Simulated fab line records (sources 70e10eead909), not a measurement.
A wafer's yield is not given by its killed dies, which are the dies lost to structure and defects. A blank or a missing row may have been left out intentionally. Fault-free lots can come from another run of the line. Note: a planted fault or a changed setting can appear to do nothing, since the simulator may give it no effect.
fab line records	flow nand_harc	part 2 of 2: steps 20 to 27 of 27
record lots=5	wafers=15	last_day=33
route steps=1302 shown A_CONTACT@987
lots untouched by any fault: they come from a run of this same line in which no faults occurred
start_h: the number of hours between the record's first day and the start of the first shown wafer of the lot	wait_h: how many hours have passed since the lot's step before this one	" the same as in the row above	L1.1+2: a row that stands for several wafers	- no value, or no start given	* or withheld: withheld	< > ~ a bound
route shown NAME@n: NAME is a module with steps in the file, n the number in the route of the first one	usual: the fault-free wafers' mean and standard deviation	same: alike in all rows	chamber/n: place in a boat	sites: the reading at each site	_std_site: standard deviation of those values	_edge_site: outer sites' mean less inner sites'	radius_mm: how far each site lies from the wafer's centre	mask NAME#n: copy n	behind: the last tool/chamber to shape the wafer	hold: reason for holding the lot/hours on hold/outcome of the hold	device: which transistor (n, p or np) failed to switch	end of line: the tests these same wafers got at the end of their route	where a step has no rows: the recipe by itself	killed: count of dies lost to structure and defects at first sort (not the wafer's yield)	map: a wafer's dies, x killed, . not, _ none there
set.NAME: the run value of the setting; set.NAME@STEP: its run value at that earlier step	model.NAME: the simulator's own value behind a step, which no gauge read
lots at some steps of the route; a table a step, a row a wafer
services: when a tool's chamber went out of use (start_h, in hours from the record's first day, below 0 if earlier), for how many hours, and the reason
## steps
# step NHARC_A_CONTACT_ETCH_112
# recipe source_w=withheld	pressure_mtorr=20	bias_v=3000	time_s=190	target_depth_a=18500	ar_flow_sccm=withheld	c4f8_flow_sccm=withheld	o2_flow_sccm=withheld	chemistry=C4F8/O2/Ar
# usual oes_air_line_au=1.004/0.022
lot.wafer	tool	chamber	start_h	wait_h	oes_air_line_au	rf_hours_counter_h
L075.1	har_cap_etch-03	1	521.23	0.2	0.972	44
L075.4	"	1	"	"	0.988	-
L075.6	"	1	"	"	1.004	-
L085.1	har_cap_etch-01	0	595.36	0.2	1.006	14
L085.4	"	0	"	"	0.965	-
L085.6	"	1	"	"	1.012	-
L087.1	har_cap_etch-01	1	605.21	0.2	1.010	17
L087.2	"	0	"	"	1.049	17
L087.4	"	0	"	"	1.011	-
L089.1	har_cap_etch-02	1	653.25	0.2	1.009	111
L089.4	"	0	"	"	0.974	-
L089.5	"	1	"	"	1.019	-
L095.4	har_cap_etch-01	0	716.89	0.2	1.011	-
L095.3	"	1	"	"	1.028	-
L095.6	"	0	"	"	0.974	-
# step NHARC_A_CONTACT_ETCH_113
# recipe source_w=withheld	pressure_mtorr=20	bias_v=3000	time_s=190	target_depth_a=18500	ar_flow_sccm=withheld	c4f8_flow_sccm=withheld	o2_flow_sccm=withheld	chemistry=C4F8/O2/Ar
# usual oes_air_line_au=1.000/0.022
lot.wafer	tool	chamber	start_h	wait_h	oes_air_line_au	rf_hours_counter_h
L075.1	har_cap_etch-03	1	521.40	0.1	0.987	44
L075.4	"	1	"	"	0.983	-
L075.6	"	1	"	"	1.026	-
L085.1	har_cap_etch-01	0	595.53	0.1	0.983	14
L085.4	"	0	"	"	1.029	-
L085.6	"	1	"	"	0.973	-
L087.1	har_cap_etch-01	1	605.38	0.1	0.994	17
L087.2	"	0	"	"	1.005	17
L087.4	"	0	"	"	0.980	-
L089.1	har_cap_etch-02	1	653.42	0.1	1.015	111
L089.4	"	0	"	"	1.006	-
L089.5	"	1	"	"	1.028	-
L095.4	har_cap_etch-01	0	717.06	0.1	0.999	-
L095.3	"	1	"	"	1.020	-
L095.6	"	0	"	"	0.996	-
# step NHARC_A_CONTACT_ETCH_114
# recipe source_w=withheld	pressure_mtorr=20	bias_v=3000	time_s=190	target_depth_a=18500	ar_flow_sccm=withheld	c4f8_flow_sccm=withheld	o2_flow_sccm=withheld	chemistry=C4F8/O2/Ar
# usual oes_air_line_au=1.004/0.021
lot.wafer	tool	chamber	start_h	wait_h	oes_air_line_au	rf_hours_counter_h
L075.1	har_cap_etch-03	1	521.57	0.1	1.001	45
L075.4	"	1	"	"	0.997	-
L075.6	"	1	"	"	0.999	-
L085.1	har_cap_etch-01	0	595.70	0.1	0.983	14
L085.4	"	0	"	"	1.012	-
L085.6	"	1	"	"	0.985	-
L087.1	har_cap_etch-01	1	605.56	0.1	1.016	17
L087.2	"	0	"	"	1.020	17
L087.4	"	0	"	"	1.007	-
L089.1	har_cap_etch-02	1	653.59	0.1	1.012	111
L089.4	"	0	"	"	0.981	-
L089.5	"	1	"	"	0.995	-
L095.4	har_cap_etch-01	0	717.23	0.1	0.998	-
L095.3	"	1	"	"	0.997	-
L095.6	"	0	"	"	0.994	-
# step NHARC_A_CONTACT_ETCH_115
# recipe source_w=withheld	pressure_mtorr=20	bias_v=3000	time_s=190	target_depth_a=18500	ar_flow_sccm=withheld	c4f8_flow_sccm=withheld	o2_flow_sccm=withheld	chemistry=C4F8/O2/Ar
# usual oes_air_line_au=0.999/0.02
lot.wafer	tool	chamber	start_h	wait_h	oes_air_line_au	rf_hours_counter_h
L075.1	har_cap_etch-03	1	521.74	0.1	0.992	45
L075.4	"	1	"	"	0.977	-
L075.6	"	1	"	"	1.014	-
L085.1	har_cap_etch-01	0	595.87	0.1	1.019	14
L085.4	"	0	"	"	1.017	-
L085.6	"	1	"	"	1.009	-
L087.1	har_cap_etch-01	1	605.73	0.1	1.012	18
L087.2	"	0	"	"	0.994	18
L087.4	"	0	"	"	1.012	-
L089.1	har_cap_etch-02	1	653.76	0.1	1.020	111
L089.4	"	0	"	"	0.958	-
L089.5	"	1	"	"	0.983	-
L095.4	har_cap_etch-01	0	717.40	0.1	1.038	-
L095.3	"	1	"	"	0.967	-
L095.6	"	0	"	"	1.018	-
# step NHARC_A_CONTACT_ETCH_116
# recipe source_w=withheld	pressure_mtorr=20	bias_v=3000	time_s=190	target_depth_a=18500	ar_flow_sccm=withheld	c4f8_flow_sccm=withheld	o2_flow_sccm=withheld	chemistry=C4F8/O2/Ar
# usual oes_air_line_au=0.999/0.02
lot.wafer	tool	chamber	start_h	wait_h	oes_air_line_au	rf_hours_counter_h
L075.1	har_cap_etch-03	1	521.91	0.1	0.991	45
L075.4	"	1	"	"	1.004	-
L075.6	"	1	"	"	1.004	-
L085.1	har_cap_etch-01	0	596.04	0.1	0.982	14
L085.4	"	0	"	"	0.981	-
L085.6	"	1	"	"	0.981	-
L087.1	har_cap_etch-01	1	605.90	0.1	0.997	18
L087.2	"	0	"	"	0.986	18
L087.4	"	0	"	"	1.000	-
L089.1	har_cap_etch-02	1	653.94	0.1	1.009	112
L089.4	"	0	"	"	0.988	-
L089.5	"	1	"	"	1.002	-
L095.4	har_cap_etch-01	0	717.57	0.1	1.002	-
L095.3	"	1	"	"	1.009	-
L095.6	"	0	"	"	1.012	-
# step NHARC_A_CONTACT_ETCH_117
# recipe source_w=withheld	pressure_mtorr=20	bias_v=3000	time_s=190	target_depth_a=18500	ar_flow_sccm=withheld	c4f8_flow_sccm=withheld	o2_flow_sccm=withheld	chemistry=C4F8/O2/Ar
# usual oes_air_line_au=0.999/0.022
lot.wafer	tool	chamber	start_h	wait_h	oes_air_line_au	rf_hours_counter_h
L075.1	har_cap_etch-03	1	522.08	0.1	0.983	45
L075.4	"	1	"	"	0.980	-
L075.6	"	1	"	"	1.009	-
L085.1	har_cap_etch-01	0	596.21	0.1	1.035	14
L085.4	"	0	"	"	1.011	-
L085.6	"	1	"	"	0.991	-
L087.1	har_cap_etch-01	1	606.07	0.1	0.982	18
L087.2	"	0	"	"	0.993	18
L087.4	"	0	"	"	1.038	-
L089.1	har_cap_etch-02	1	654.11	0.1	0.981	112
L089.4	"	0	"	"	1.008	-
L089.5	"	1	"	"	0.983	-
L095.4	har_cap_etch-01	0	717.74	0.1	0.995	-
L095.3	"	1	"	"	1.033	-
L095.6	"	0	"	"	1.002	-
# step NHARC_A_CONTACT_ETCH_118
# recipe source_w=withheld	pressure_mtorr=20	bias_v=3000	time_s=190	target_depth_a=18500	ar_flow_sccm=withheld	c4f8_flow_sccm=withheld	o2_flow_sccm=withheld	chemistry=C4F8/O2/Ar
# usual oes_air_line_au=1.000/0.018
lot.wafer	tool	chamber	start_h	wait_h	oes_air_line_au	rf_hours_counter_h
L075.1	har_cap_etch-03	1	522.26	0.1	1.013	45
L075.4	"	1	"	"	1.016	-
L075.6	"	1	"	"	1.004	-
L085.1	har_cap_etch-01	0	596.38	0.1	1.034	14
L085.4	"	0	"	"	0.991	-
L085.6	"	1	"	"	0.982	-
L087.1	har_cap_etch-01	1	606.24	0.1	0.951	18
L087.2	"	0	"	"	1.005	18
L087.4	"	0	"	"	1.010	-
L089.1	har_cap_etch-02	1	654.27	0.1	0.992	112
L089.4	"	0	"	"	1.009	-
L089.5	"	1	"	"	1.001	-
L095.4	har_cap_etch-01	0	717.91	0.1	0.976	-
L095.3	"	1	"	"	1.017	-
L095.6	"	0	"	"	1.008	-
# step NHARC_A_CONTACT_ETCH_119
# recipe source_w=withheld	pressure_mtorr=20	bias_v=3000	time_s=190	target_depth_a=18500	ar_flow_sccm=withheld	c4f8_flow_sccm=withheld	o2_flow_sccm=withheld	chemistry=C4F8/O2/Ar
# usual oes_air_line_au=1.005/0.02
lot.wafer	tool	chamber	start_h	wait_h	oes_air_line_au	rf_hours_counter_h
L075.1	har_cap_etch-03	1	522.43	0.1	1.003	45
L075.4	"	1	"	"	0.990	-
L075.6	"	1	"	"	1.003	-
L085.1	har_cap_etch-01	0	596.55	0.1	0.993	15
L085.4	"	0	"	"	1.003	-
L085.6	"	1	"	"	1.032	-
L087.1	har_cap_etch-01	1	606.41	0.1	1.020	18
L087.2	"	0	"	"	1.053	18
L087.4	"	0	"	"	1.029	-
L089.1	har_cap_etch-02	1	654.44	0.1	1.022	112
L089.4	"	0	"	"	1.003	-
L089.5	"	1	"	"	1.022	-
L095.4	har_cap_etch-01	0	718.08	0.1	0.991	-
L095.3	"	1	"	"	1.014	-
L095.6	"	0	"	"	0.984	-
## services
tool	chamber	start_h	hours	kind
arfi_scanner-01	-	495.62	1.0	repair
rie_diel-04	-	498.30	12.0	repair
har_cap_etch-01	-	499.09	17.0	pm
litho_track-01	-	505.00	7.0	pm
litho_track-06	-	529.01	7.0	pm
rie_diel-04	-	534.05	9.0	pm
arfi_scanner-02	-	534.83	3.9	repair
rie_diel-02	3	551.85	5.3	repair
litho_track-04	-	553.00	7.0	pm
rie_diel-11	1	555.45	7.7	repair
rie_diel-02	-	557.88	4.4	repair
rie_diel-11	0	560.67	3.8	repair
rie_diel-02	-	570.94	9.0	pm
rie_diel-04	2	576.56	16.1	repair
rie_diel-04	3	579.03	10.9	repair
arfi_scanner-01	-	596.00	4.0	pm
arfi_scanner-02	-	605.47	0.8	repair
rie_diel-11	-	613.41	9.0	pm
har_cap_etch-03	-	636.97	0.3	repair
arfi_scanner-02	-	656.00	4.0	pm
arfi_scanner-01	-	659.84	1.3	repair
litho_track-01	-	680.00	7.0	pm
litho_track-06	-	704.01	7.0	pm
rie_diel-04	-	711.43	9.0	pm
